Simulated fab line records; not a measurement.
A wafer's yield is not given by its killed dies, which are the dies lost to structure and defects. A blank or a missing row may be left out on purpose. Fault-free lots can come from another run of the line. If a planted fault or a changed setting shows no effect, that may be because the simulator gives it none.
A struck lot beside a sound one / flow n5Finfet / 33 steps out of a route of 1938
Sound: the wafers L319.3, L319.5, L319.6. Struck: wafers L329.2, L329.6. (L329.4 of the same lot was not struck and is left out.) The cause comes at the end.
Each step with rows lists, per side, the tool, then ch with its chambers, then its first start. Under that, the readings that differ: sound wafers / struck wafers / difference of the means / sigmas: that difference in standard deviations of wafers without a fault.
alike: a reading whose means differ by less than 2 such deviations, as well as words and numbers matching on both sides. not compared: withheld readings; readings where some wafer has no value; bounds like >300 that might hide an equal value; numbers whose values overlap and for which the record gives no deviation.
A row with sigmas, a row that says differs or no value, or rows on one side alone: a step with any of these is where the two part. Non-overlapping numbers with no deviation appear without sigmas and do not part them. A reading that every wafer of one side lacks parts them only if that side has two wafers or more.

first, 2 steps without rows for these wafers: N5_GATE_CUT_SRD_32 (time 30 s); N5_GATE_CUT_SAC_CAP_01 (material SiNx, target thk 24 nm, pulse time 1 s, ald cycles 480).
N5_GATE_CUT_PECVD_57: deposits SiNx from SiH4/NH3/N2, target thk 21 nm.
  sound on pecvd-04 ch 0,2, day 4 23:31; struck on pecvd-03 ch 1,2, day 7 13:24
reading=heaterPowerOuterW (W); sound=365 408 367; struck=518 570; difference=+164; sigmas=+3
reading=heaterPowerW (W); sound=685 671 685; struck=855 938; difference=+216; sigmas=+3
  alike: showerheadPlenumPTorr, throttleValvePct
N5_GATE_CUT_CMP_02: polishes, stops on SiO2, t overpolish 12.7 s, target thk 0 nm.
  sound on cmp-02 ch 0,1, day 4 23:36; struck on cmp-03 ch 2,3, day 7 13:31
  alike: motorCurrentA, overpolishRunS, timeToEndpointS
then, 7 steps without rows for these wafers: N5_GATE_CUT_HM_DEP_46 (deposits SiO2 from TEOS/O2, target thk 130 nm, time 26.6 s); N5_GATE_CUT_COAT_34 (time 60 s, resist thk 60 nm); N5_GATE_CUT_COAT_35 (time 60 s, resist thk 10 nm); N5_GATE_CUT_COAT_27 (time 60 s, resist thk 10 nm); N5_GATE_CUT_COAT_07 (resist thk 30 nm); N5_GATE_CUT_EBR_09; N5_GATE_CUT_SOFTBAKE_08 (time 60 s).
N5_GATE_CUT_EXPOSE_10: exposes mask GATE CUT, target cd 20 nm.
  sound on euvScanner-01 ch 0, day 5 00:19; struck on euvScanner-01 ch 0, day 7 14:08
  alike: mask
then, 2 steps without rows for these wafers: N5_GATE_CUT_PEB_11 (peb time 60 s); N5_GATE_CUT_DEVELOP_12 (develop time 30 s).
N5_GATE_CUT_CD_MEAS_13: the cd target is 20 nm.
  sound on cdSem-02 ch 0, day 5 00:26; struck on cdSem-01 ch 0, day 7 14:16
reading=cdNm (nm); sound=20.38 20.06 20.25; struck=18.20 18.91; difference=-1.68; sigmas=-6
N5_GATE_CUT_OVL_MEAS_14:
  sound on overlay-01 ch 0, day 5 00:28; struck on overlay-01 ch 0, day 7 14:18
  alike: GATE_CUT_OVL
N5_GATE_CUT_INSPECT_15: inspects for defects (brightfield).
  sound: defectInspect-01 at day 5 00:31; struck: defectInspect-02 at day 7 14:21
  alike: rawDefectCount
N5_GATE_CUT_DESCUM_18: chemistry O2, time 7 s.
  sound on rieDiel-05 ch 1,2, day 5 00:33; struck on rieDiel-06 ch 1,2, day 7 14:46
reading=model.GATE_CUT.cdNm (nm); sound=20.2 20 20.2; struck=18.2 18.6; difference=-1.7; sigmas=
  alike: drypumpMotorCurrentA, oesProductAu, rfVppV, showerheadPlenumPTorr, throttleValvePct
  not compared: rfHoursCounterH
then, 8 steps without rows for these wafers: N5_GATE_CUT_ETCH_28 (etches underlayer in N2/H2, target depth 13 nm, time 10.4 s); N5_GATE_CUT_ETCH_36 (etches SiARC in CF4, target depth 13 nm, time 21.7 s); N5_GATE_CUT_ETCH_37 (etches SOC in N2/H2, target depth 60 nm, overetch 12 nm, time 90 s); N5_GATE_CUT_STRIP_38 (strips in N2/H2); N5_GATE_CUT_STRIP_39 (strips in N2/H2); N5_GATE_CUT_HM_OPEN_40 (chemistry C4F6/O2, target SiO2, target depth 139 nm, time 85.1 s); N5_GATE_CUT_STRIP_41 (strips in CF4); N5_GATE_CUT_STRIP_42 (strips in O2).
N5_GATE_CUT_ETCH_19: etches SiNx in CH3F/O2, target depth 53.7 nm, time 76.7 s.
  sound on rieDiel-05 ch 1,2, day 5 00:50; struck on rieDiel-06 ch 1,2, day 7 15:02
reading=throttleValvePct (%); sound=16.22 16.21 16.36; struck=16.60 16.69; difference=+0.38; sigmas=+2
  alike: CH3F_flow_sccm, drypumpMotorCurrentA, etchRfOnTimeS, oesProductAu, rfVppV, showerheadPlenumPTorr
  not compared: rfHoursCounterH
then, 1 step without rows for these wafers: N5_GATE_CUT_CUT_ETCH_53 (etches W in SF6/Cl2, target depth 79.2 nm).
N5_GATE_CUT_CUT_ETCH_54: etches TiN in Cl2/BCl3, target depth 96.7 nm.
  sound on rieMetal-02 ch 0,1, day 5 01:01; struck on rieMetal-03 ch 1, day 7 15:13
reading=drypumpMotorCurrentA (A); sound=6.5 5.1 6.5; struck=5.0 5.0; difference=-1.0; sigmas=-2
  alike: etchRfOnTimeS, oesProductAu, throttleValvePct
  not compared: rfHoursCounterH
N5_GATE_CUT_CUT_ETCH_55: etches HfO2 in BCl3, target depth 3.2 nm.
  sound on rieMetal-02 ch 0,1, day 5 01:04; struck on rieMetal-03 ch 1, day 7 15:16
reading=drypumpMotorCurrentA (A); sound=6.5 5.1 6.5; struck=4.9 4.9; difference=-1.1; sigmas=-3
  alike: oesProductAu, throttleValvePct
  not compared: rfHoursCounterH
N5_GATE_CUT_ETCH_47: etches SiO2 in Cl2/BCl3, target depth 10 nm.
  sound on rieMetal-02 ch 0,1, day 5 01:06; struck on rieMetal-03 ch 1, day 7 15:18
reading=drypumpMotorCurrentA (A); sound=6.5 5.1 6.5; struck=4.9 5.0; difference=-1.1; sigmas=-2
reading=oesProductAu (a.u.); sound=0.69 0.70 0.69; struck=0.83 0.85; difference=+0.15; sigmas=+2
reading=model.GATE_CUT.cdNm (nm); sound=20.2 19.6 19.8; struck=18.4 18.6; difference=-1.4; sigmas=
  alike: throttleValvePct
  not compared: rfHoursCounterH
then, 1 step without rows for these wafers: N5_GATE_CUT_VAPOR_ETCH_48 (etches TiN in BCl3/Cl2).
N5_BEOL_M4_RC_MEAS_101:
  the record has rows for the sound wafers here (prober-02 ch 0, day 8 18:21) and none for the struck ones

## WHERE THEY PART
First at N5_GATE_CUT_PECVD_57; last, within this record, at N5_BEOL_M4_RC_MEAS_101.

WHY: whatever the simulator had introduced
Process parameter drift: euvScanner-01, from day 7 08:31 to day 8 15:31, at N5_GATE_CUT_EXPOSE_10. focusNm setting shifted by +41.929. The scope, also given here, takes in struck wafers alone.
